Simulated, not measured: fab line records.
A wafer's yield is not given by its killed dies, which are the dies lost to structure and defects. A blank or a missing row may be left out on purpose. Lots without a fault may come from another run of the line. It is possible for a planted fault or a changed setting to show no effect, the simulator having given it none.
Comparing a struck lot with a sound one || flow n5_finfet || 16 steps out of a route of 1938
Sound: wafers L489.2, L489.3, L489.5. Struck: wafer L497.2 (L497.4, L497.6, from the same lot, were not struck and are left out); the cause is given at the end.
Each step with rows lists, per side, the tool, then ch with its chambers, then its first start. Under that, the readings that differ: sound wafers || struck wafers || difference of the means || sigmas: that difference in standard deviations of wafers without a fault.
alike: readings whose means differ by less than 2 such deviations, and words and numbers that are the same on both sides. not compared: withheld readings, readings that some wafer has no value for, bounds like >300 that may hide the same value, and numbers for which the record gives no deviation and whose values overlap.
The two part at a step that has a row with sigmas, a row that says differs or no value, or rows on one side only. Numbers that have no deviation but don't overlap get no sigmas and don't part them. Lack of a reading on every wafer of one side parts them only where that side has two or more wafers.

first, 1 step without rows for these wafers: N5_DUMMY_GATE_ETCH_29 (etches underlayer in N2/H2, target depth 13 nm).
N5_DUMMY_GATE_ETCH_36: etches SiARC in CF4, target depth 13 nm.
  sound on rie_diel-03 ch 1,2,3, day 3 23:45; struck on rie_diel-03 ch 3, day 6 02:32
  alike: drypump_motor_current_A, oes_product_au, rf_vpp_V, showerhead_plenum_p_Torr, throttle_valve_pct
  not compared: rf_hours_counter_h
N5_DUMMY_GATE_ETCH_37: etches SOC in N2/H2, target depth 60 nm, overetch 30 nm.
  sound on rie_diel-03 ch 1,2,3, day 3 23:47; struck on rie_diel-03 ch 3, day 6 02:35
  alike: drypump_motor_current_A, oes_product_au, rf_vpp_V, showerhead_plenum_p_Torr, throttle_valve_pct
  not compared: rf_hours_counter_h
then, 4 steps without rows for these wafers: N5_DUMMY_GATE_STRIP_38 (strips in N2/H2); N5_DUMMY_GATE_STRIP_39 (strips in N2/H2); N5_DUMMY_GATE_TRIM_49 (chemistry O2, time 29 s, target cd 14 nm); N5_DUMMY_GATE_STRIP_40 (strips in CF4).
N5_DUMMY_GATE_CD_MEAS_50 targets a cd of 14 nm.
  sound: cd_sem-03 at day 4 00:01; struck: cd_sem-01 at day 6 02:49
  alike: cd_nm
N5_DUMMY_GATE_ETCH_31: etches SiO2 in C4F6/O2, target depth 82.5 nm, time 27.5 s.
  sound on rie_diel-02 ch 0,1,3, day 4 00:05; struck on rie_diel-01 ch 3, day 6 02:51
  alike: drypump_motor_current_A, oes_f_703_au, oes_product_au, rf_vpp_V, showerhead_plenum_p_Torr, throttle_valve_pct
  not compared: rf_hours_counter_h
then, 1 step without rows for these wafers: N5_DUMMY_GATE_STRIP_41 (strips in O2).
N5_DUMMY_GATE_HM_OPEN_21: chemistry CH3F/O2, target SiNx, target depth 120 nm, time 171.4 s.
  sound on rie_diel-02 ch 0,1,3, day 4 00:10; struck on rie_diel-01 ch 3, day 6 02:56
  alike: drypump_motor_current_A, oes_f_703_au, oes_product_au, rf_vpp_V, showerhead_plenum_p_Torr, throttle_valve_pct
  not compared: rf_hours_counter_h
then, 1 step without rows for these wafers: N5_DUMMY_GATE_ETCH_32 (etches SiO2 in CF4, target depth 3.5 nm, time 3.9 s).
N5_DUMMY_GATE_ETCH_23: etches poly-Si in HBr/Cl2/O2, target depth 41 nm, time 22.3 s.
  sound on rie_si-01 ch 0,1,3, day 4 00:22; struck on rie_si-02 ch 2, day 6 03:08
{"reading": "oes_product_au (a.u.)", "sound": "1.034 1.019 1.030", "struck": 0.868, "difference": -0.160, "sigmas": -11}
{"reading": "model.etch.depth_nm (nm)", "sound": "41.81 41.62 42.31", "struck": 33.32, "difference": -8.59, "sigmas": ""}
  alike: HBr_flow_sccm, drypump_motor_current_A, throttle_valve_pct
  not compared: rf_hours_counter_h
N5_DUMMY_GATE_ETCH_44: etches poly-Si in HBr/O2, stops on SiO2, target depth 127.5 nm.
  sound on rie_si-01 ch 0,1,3, day 4 00:26; struck on rie_si-02 ch 2, day 6 03:11
  alike: HBr_flow_sccm, drypump_motor_current_A, oes_product_au, throttle_valve_pct
  not compared: rf_hours_counter_h
-- record jumps: 5 days separate the struck wafers' starts on either side; left off in module DUMMY_GATE, taken up again in module BEOL_M4, whose first shown step is the route's number 1111 --
N5_BEOL_M4_RC_MEAS_101:
  sound on prober-02 ch 0, day 8 14:42; struck on prober-01 ch 0, day 11 04:38
{"reading": "IOFF_N (nA/um)", "sound": "0.17 0.21 0.15", "struck": 0.27, "difference": "+0.09", "sigmas": "+2"}
  alike: DIBL_N, DIBL_P, IOFF_P, ION_N, ION_P, SS_N, SS_P, VT_N, VT_P
N5_PASSIVATION_PROBE_49:
  the record has rows for the sound wafers here (prober-01, day 13 01:56) and none for the struck ones

== WHERE THEY PART ==
First at N5_DUMMY_GATE_ETCH_23; last, within this record, at N5_PASSIVATION_PROBE_49.

WHY: whatever the simulator had introduced
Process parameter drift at N5_DUMMY_GATE_ETCH_23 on rie_si-02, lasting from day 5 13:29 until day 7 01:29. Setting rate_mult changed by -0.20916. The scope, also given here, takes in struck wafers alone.
